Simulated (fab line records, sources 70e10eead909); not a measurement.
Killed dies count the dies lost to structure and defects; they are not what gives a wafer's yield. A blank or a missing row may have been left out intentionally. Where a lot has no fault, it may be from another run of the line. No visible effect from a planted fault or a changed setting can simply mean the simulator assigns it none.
Matching of chambers :: flow nand-harc :: 4 sister chambers for NHARC_P_ZERO_WELL_DESCUM_26 on rie-diel-04
The step chemistry O2, time 3 s. 14 wafers are shown with their chamber, then 6 later ones without.

## WAFERS PAIRED WITH THEIR CHAMBERS
wafer: L950.2
chamber: 2
showerhead-plenum-p-Torr (Torr): 1.91
drypump-motor-current-A (A): 5.5
oes-product-au (a.u.): 1.010

wafer: L950.3
chamber: 1
showerhead-plenum-p-Torr (Torr): 1.96
drypump-motor-current-A (A): 5.6
oes-product-au (a.u.): 0.986

wafer: L950.4
chamber: 3
showerhead-plenum-p-Torr (Torr): 1.82
drypump-motor-current-A (A): 5.6
oes-product-au (a.u.): 0.985

wafer: L951.2
chamber: 3
showerhead-plenum-p-Torr (Torr): 1.82
drypump-motor-current-A (A): 5.6
oes-product-au (a.u.): 0.992

wafer: L951.5
chamber: 1
showerhead-plenum-p-Torr (Torr): 1.96
drypump-motor-current-A (A): 5.7
oes-product-au (a.u.): 1.001

wafer: L951.6
chamber: 0
showerhead-plenum-p-Torr (Torr): 1.98
drypump-motor-current-A (A): 6.6
oes-product-au (a.u.): 1.016

wafer: L953.3
chamber: 1
showerhead-plenum-p-Torr (Torr): 1.96
drypump-motor-current-A (A): 5.6
oes-product-au (a.u.): 0.988

wafer: L953.5
chamber: 1
showerhead-plenum-p-Torr (Torr): 1.96
drypump-motor-current-A (A): 5.7
oes-product-au (a.u.): 0.990

wafer: L953.6
chamber: 2
showerhead-plenum-p-Torr (Torr): 1.90
drypump-motor-current-A (A): 5.6
oes-product-au (a.u.): 1.005

wafer: L954.2
chamber: 2
showerhead-plenum-p-Torr (Torr): 1.90
drypump-motor-current-A (A): 5.6
oes-product-au (a.u.): 1.009

wafer: L954.5
chamber: 3
showerhead-plenum-p-Torr (Torr): 1.81
drypump-motor-current-A (A): 5.6
oes-product-au (a.u.): 0.981

wafer: L956.3
chamber: 3
showerhead-plenum-p-Torr (Torr): 1.81
drypump-motor-current-A (A): 5.6
oes-product-au (a.u.): 0.990

wafer: L956.4
chamber: 1
showerhead-plenum-p-Torr (Torr): 1.96
drypump-motor-current-A (A): 5.7
oes-product-au (a.u.): 0.992

wafer: L956.5
chamber: 2
showerhead-plenum-p-Torr (Torr): 1.90
drypump-motor-current-A (A): 5.6
oes-product-au (a.u.): 0.990

SIGNATURES (means of the wafers above)
reading: showerhead-plenum-p-Torr
chamber 0: 1.9800
chamber 1: 1.9600
chamber 2: 1.9025
chamber 3: 1.8150
scatter within a chamber: 0.00418

reading: drypump-motor-current-A
chamber 0: 6.600
chamber 1: 5.660
chamber 2: 5.575
chamber 3: 5.600
scatter within a chamber: 0.0442

reading: oes-product-au
chamber 0: 1.01600
chamber 1: 0.99140
chamber 2: 1.00350
chamber 3: 0.98700
scatter within a chamber: 0.00683
Rule: for a wafer and a chamber, the distance is found by dividing, reading by reading, the gap between the wafer's reading and the chamber's mean by the reading's scatter, squaring, summing and taking the root. The wafer belongs to the nearest chamber; if the next one is less than 2 further off, it can't be placed. The scatter: take each reading less its chamber's mean, square it, sum over the shown wafers, divide by the number of wafers less the number of chambers, and take the root.

## WAFERS WHOSE CHAMBER IS MISSING
wafer: L969.2
showerhead-plenum-p-Torr (Torr): 1.96
drypump-motor-current-A (A): 6.6
oes-product-au (a.u.): 1.007

wafer: L969.5
showerhead-plenum-p-Torr (Torr): 1.95
drypump-motor-current-A (A): 5.7
oes-product-au (a.u.): 0.998

wafer: L969.6
showerhead-plenum-p-Torr (Torr): 1.96
drypump-motor-current-A (A): 6.7
oes-product-au (a.u.): 1.003

wafer: L971.1
showerhead-plenum-p-Torr (Torr): 1.96
drypump-motor-current-A (A): 6.6
oes-product-au (a.u.): 1.007

wafer: L971.4
showerhead-plenum-p-Torr (Torr): 1.88
drypump-motor-current-A (A): 5.6
oes-product-au (a.u.): 1.004

wafer: L971.5
showerhead-plenum-p-Torr (Torr): 1.94
drypump-motor-current-A (A): 5.7
oes-product-au (a.u.): 0.988

## WHICH CHAMBER EACH WENT THROUGH
wafer: L969.2
from the rows above: 0
in truth: 0

wafer: L969.5
from the rows above: 1
in truth: 1

wafer: L969.6
from the rows above: 0
in truth: 0

wafer: L971.1
from the rows above: 0
in truth: 0

wafer: L971.4
from the rows above: 2
in truth: 2

wafer: L971.5
from the rows above: 1
in truth: 1
Placed correctly: 6 of 6. Left unplaced by these rows: 0. Number placed wrongly: 0.
